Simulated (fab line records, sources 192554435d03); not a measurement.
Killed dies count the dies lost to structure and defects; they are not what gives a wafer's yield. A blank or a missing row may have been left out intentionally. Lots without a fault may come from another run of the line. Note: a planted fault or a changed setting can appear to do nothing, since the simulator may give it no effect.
Which tool was responsible? / flow n5 finfet / 39 wafers from 13 lots sampled at 5 of the route's 1938 steps

WHAT THE GAUGES SHOWED, per wafer
N5_DUMMY_GATE_INSPECT_27: inspects for defects (brightfield). Usual: raw defect count reads 269 (standard deviation 66).
lot=L770; measured=day 3 09:08; on=defect inspect-01; raw defect count=247 249 276; flag=
lot=L773; measured=day 3 23:24; on=defect inspect-01; raw defect count=242 290 322; flag=
lot=L774; measured=day 4 04:43; on=defect inspect-02; raw defect count=159 250 265; flag=
lot=L776; measured=day 4 19:20; on=defect inspect-02; raw defect count=211 163 216; flag=
lot=L777; measured=day 5 00:58; on=defect inspect-02; raw defect count=265 353 373; flag=
lot=L778; measured=day 5 07:52; on=defect inspect-02; raw defect count=171 264 256; flag=
lot=L780; measured=day 5 18:26; on=defect inspect-01; raw defect count=280 358 433; flag=
lot=L781; measured=day 6 00:15; on=defect inspect-02; raw defect count=201 255 221; flag=
lot=L785; measured=day 6 23:02; on=defect inspect-02; raw defect count=225 344 222; flag=
lot=L786; measured=day 7 10:20; on=defect inspect-01; raw defect count=295 276 195; flag=
lot=L788; measured=day 7 18:09; on=defect inspect-02; raw defect count=271 323 273; flag=
lot=L789; measured=day 8 04:29; on=defect inspect-02; raw defect count=292 288 234; flag=
lot=L790; measured=day 8 05:04; on=defect inspect-01; raw defect count=368 358 441; flag=

N5_SD_EPI_N_CD_MEAS_09 targets a cd of 120 nm. Usual: cd nm reads 120.1 nm (standard deviation 0.62).
lot=L770; measured=day 3 10:10; on=cd sem-01; cd nm (nm)=121.8 121.4 120.7; flag=
lot=L773; measured=day 4 00:25; on=cd sem-01; cd nm (nm)=120.1 120.7 119.4; flag=
lot=L774; measured=day 4 05:43; on=cd sem-02; cd nm (nm)=120.6 121.0 120.3; flag=
lot=L776; measured=day 4 20:13; on=cd sem-02; cd nm (nm)=119.7 120.2 120.2; flag=
lot=L777; measured=day 5 02:59; on=cd sem-03; cd nm (nm)=119.8 120.7 120.7; flag=
lot=L778; measured=day 5 08:44; on=cd sem-03; cd nm (nm)=120.0 119.9 119.9; flag=
lot=L780; measured=day 5 19:27; on=cd sem-01; cd nm (nm)=119.9 119.9 120.9; flag=
lot=L781; measured=day 6 01:17; on=cd sem-03; cd nm (nm)=119.4 119.2 119.6; flag=
lot=L785; measured=day 7 00:02; on=cd sem-03; cd nm (nm)=121.8 120.9 120.1; flag=
lot=L786; measured=day 7 11:20; on=cd sem-02; cd nm (nm)=119.8 120.4 119.6; flag=
lot=L788; measured=day 7 19:09; on=cd sem-03; cd nm (nm)=119.9 119.5 119.7; flag=
lot=L789; measured=day 8 05:29; on=cd sem-02; cd nm (nm)=120.0 120.4 119.0; flag=
lot=L790; measured=day 8 06:04; on=cd sem-01; cd nm (nm)=118.8 119.5 119.9; flag=

N5_SD_EPI_N_OVL_MEAS_10. Usual: for SD_N_BLK_OVL the level is 0.4 nm and the standard deviation is 0.84.
lot=L770; measured=day 3 10:11; on=overlay-02; SD_N_BLK_OVL (nm)=0.7 1.8 1.7; flag=
lot=L773; measured=day 4 00:26; on=overlay-01; SD_N_BLK_OVL (nm)=-0.1 -1.0 -0.3; flag=
lot=L774; measured=day 4 05:45; on=overlay-01; SD_N_BLK_OVL (nm)=0.2 0.0 0.0; flag=
lot=L776; measured=day 4 20:14; on=overlay-02; SD_N_BLK_OVL (nm)=-0.3 1.1 -0.5; flag=
lot=L777; measured=day 5 03:01; on=overlay-01; SD_N_BLK_OVL (nm)=1.1 1.7 1.1; flag=
lot=L778; measured=day 5 08:46; on=overlay-01; SD_N_BLK_OVL (nm)=0.3 0.2 -0.5; flag=
lot=L780; measured=day 5 19:28; on=overlay-01; SD_N_BLK_OVL (nm)=1.5 0.6 0.2; flag=
lot=L781; measured=day 6 01:19; on=overlay-02; SD_N_BLK_OVL (nm)=0.7 -0.9 -0.1; flag=
lot=L785; measured=day 7 00:04; on=overlay-02; SD_N_BLK_OVL (nm)=0.8 0.0 -0.3; flag=
lot=L786; measured=day 7 11:22; on=overlay-02; SD_N_BLK_OVL (nm)=-0.8 0.6 1.0; flag=
lot=L788; measured=day 7 19:11; on=overlay-01; SD_N_BLK_OVL (nm)=0.7 0.2 -0.2; flag=
lot=L789; measured=day 8 05:31; on=overlay-01; SD_N_BLK_OVL (nm)=1.5 0.1 1.5; flag=
lot=L790; measured=day 8 06:05; on=overlay-02; SD_N_BLK_OVL (nm)=1.2 0.0 1.1; flag=

N5_SD_ACTIVATION_RS_MEAS_03: measurement is done with a four-point probe. Usual: RS_SD_N 21.94 ohm/sq, standard deviation 0.27; RS_SD_P 56.1 ohm/sq, standard deviation 0.82.
lot=L770; measured=day 3 21:27; on=film metro-02; RS_SD_N (ohm/sq)=21.88 21.83 21.66; RS_SD_P (ohm/sq)=55.6 55.5 55.8; flag=
lot=L773; measured=day 4 10:23; on=film metro-01; RS_SD_N (ohm/sq)=22.02 21.82 21.91; RS_SD_P (ohm/sq)=54.8 55.7 54.8; flag=
lot=L774; measured=day 4 18:17; on=film metro-02; RS_SD_N (ohm/sq)=21.97 22.21 21.90; RS_SD_P (ohm/sq)=56.4 57.4 56.7; flag=
lot=L776; measured=day 5 05:28; on=film metro-01; RS_SD_N (ohm/sq)=21.97 21.87 21.78; RS_SD_P (ohm/sq)=56.6 55.8 56.9; flag=
lot=L777; measured=day 5 11:40; on=film metro-01; RS_SD_N (ohm/sq)=22.23 22.00 22.29; RS_SD_P (ohm/sq)=55.4 55.8 55.6; flag=
lot=L778; measured=day 5 18:17; on=film metro-01; RS_SD_N (ohm/sq)=21.93 22.10 22.00; RS_SD_P (ohm/sq)=57.5 57.4 57.1; flag=
lot=L780; measured=day 6 05:56; on=film metro-01; RS_SD_N (ohm/sq)=21.63 21.56 21.75; RS_SD_P (ohm/sq)=55.5 56.2 56.1; flag=
lot=L781; measured=day 6 10:11; on=film metro-02; RS_SD_N (ohm/sq)=21.76 22.12 22.09; RS_SD_P (ohm/sq)=56.4 55.9 55.0; flag=
lot=L785; measured=day 7 10:10; on=film metro-02; RS_SD_N (ohm/sq)=21.78 22.11 21.76; RS_SD_P (ohm/sq)=57.9 57.6 57.7; flag=
lot=L786; measured=day 7 19:53; on=film metro-01; RS_SD_N (ohm/sq)=21.72 21.78 21.65; RS_SD_P (ohm/sq)=55.4 55.6 55.6; flag=
lot=L788; measured=day 8 05:19; on=film metro-02; RS_SD_N (ohm/sq)=- - -; RS_SD_P (ohm/sq)=56.0 56.0 55.3; flag=OFF
lot=L789; measured=day 8 15:13; on=film metro-02; RS_SD_N (ohm/sq)=- - -; RS_SD_P (ohm/sq)=56.2 55.6 55.6; flag=OFF
lot=L790; measured=day 8 15:34; on=film metro-02; RS_SD_N (ohm/sq)=21.55 21.09 21.84; RS_SD_P (ohm/sq)=55.4 55.2 55.7; flag=

WHAT TOOL EACH LOT RAN ON (gives the tool, then ch and the chambers of the sampled wafers, and finally the start)
lot=L770; N5_SD_EPI_N_PRECLEAN_48=epi rpcvd-04 ch 0, day 3 11:38
lot=L773; N5_SD_EPI_N_PRECLEAN_48=epi rpcvd-03 ch 0, day 4 01:46
lot=L774; N5_SD_EPI_N_PRECLEAN_48=epi rpcvd-03 ch 0, day 4 08:08
lot=L776; N5_SD_EPI_N_PRECLEAN_48=epi rpcvd-04 ch 0, day 4 21:26
lot=L777; N5_SD_EPI_N_PRECLEAN_48=epi rpcvd-03 ch 0, day 5 04:12
lot=L778; N5_SD_EPI_N_PRECLEAN_48=epi rpcvd-04 ch 0, day 5 10:02
lot=L780; N5_SD_EPI_N_PRECLEAN_48=epi rpcvd-03 ch 0, day 5 20:58
lot=L781; N5_SD_EPI_N_PRECLEAN_48=epi rpcvd-02 ch 0, day 6 02:38
lot=L785; N5_SD_EPI_N_PRECLEAN_48=epi rpcvd-03 ch 0, day 7 01:29
lot=L786; N5_SD_EPI_N_PRECLEAN_48=epi rpcvd-02 ch 0, day 7 12:34
lot=L788; N5_SD_EPI_N_PRECLEAN_48=epi rpcvd-02, day 7 20:23
lot=L789; N5_SD_EPI_N_PRECLEAN_48=epi rpcvd-04, day 8 06:48
lot=L790; N5_SD_EPI_N_PRECLEAN_48=epi rpcvd-03 ch 0, day 8 07:20
- N5_SD_EPI_N_PRECLEAN_48: cleans in NF3:NH3, afs cycles 2, time 20 s, sublimation time 60 s.

WHAT THE TOOLS THEMSELVES READ (means of the sampled wafers that have a number; where no wafer has one, the mark that the record gives instead)
N5_SD_EPI_N_PRECLEAN_48. Usual: chamber pressure Torr reads 2.999 Torr (standard deviation 0.0072).
lot=L770; tool=epi rpcvd-04; chamber pressure Torr (Torr)=2.995; flag=
lot=L773; tool=epi rpcvd-03; chamber pressure Torr (Torr)=2.995; flag=
lot=L774; tool=epi rpcvd-03; chamber pressure Torr (Torr)=2.997; flag=
lot=L776; tool=epi rpcvd-04; chamber pressure Torr (Torr)=2.993; flag=
lot=L777; tool=epi rpcvd-03; chamber pressure Torr (Torr)=3.001; flag=
lot=L778; tool=epi rpcvd-04; chamber pressure Torr (Torr)=3.001; flag=
lot=L780; tool=epi rpcvd-03; chamber pressure Torr (Torr)=3.004; flag=
lot=L781; tool=epi rpcvd-02; chamber pressure Torr (Torr)=2.994; flag=
lot=L785; tool=epi rpcvd-03; chamber pressure Torr (Torr)=2.999; flag=
lot=L786; tool=epi rpcvd-02; chamber pressure Torr (Torr)=2.999; flag=
lot=L788; tool=epi rpcvd-02; chamber pressure Torr (Torr)=-; flag=OFF
lot=L789; tool=epi rpcvd-04; chamber pressure Torr (Torr)=-; flag=OFF
lot=L790; tool=epi rpcvd-03; chamber pressure Torr (Torr)=3.003; flag=

THE ANSWER, worked out from the rows above alone
Rule: take the mean of a lot's wafers that have a number; if it is more than 3 standard deviations from the usual mean, the lot is off. Also off: a lot with no number at a reading for which 4 or more lots have one. The other lots that the step has rows for count as sound. First the gauges in route order, then the tools' own readings, where a lot's mean is used as printed above. At the first step where some lot is off, the reading lying furthest off is the one used; lots without a number count as furthest.
Off: L788, L789, seen at N5_SD_ACTIVATION_RS_MEAS_03 (RS_SD_N). Without a number there: L788, L789.
If a tool, at a process step before that reading, ran all the lots that are off and no sound lot after the first of them, it fits. The gauges at N5_SD_ACTIVATION_RS_MEAS_03 aren't tried: what is off there is off at N5_SD_EPI_N_PRECLEAN_48 too, on other tools, and a gauge's error can't cause that. None of those tried fits.

WHAT HAD BEEN PUT IN BY THE SIMULATOR
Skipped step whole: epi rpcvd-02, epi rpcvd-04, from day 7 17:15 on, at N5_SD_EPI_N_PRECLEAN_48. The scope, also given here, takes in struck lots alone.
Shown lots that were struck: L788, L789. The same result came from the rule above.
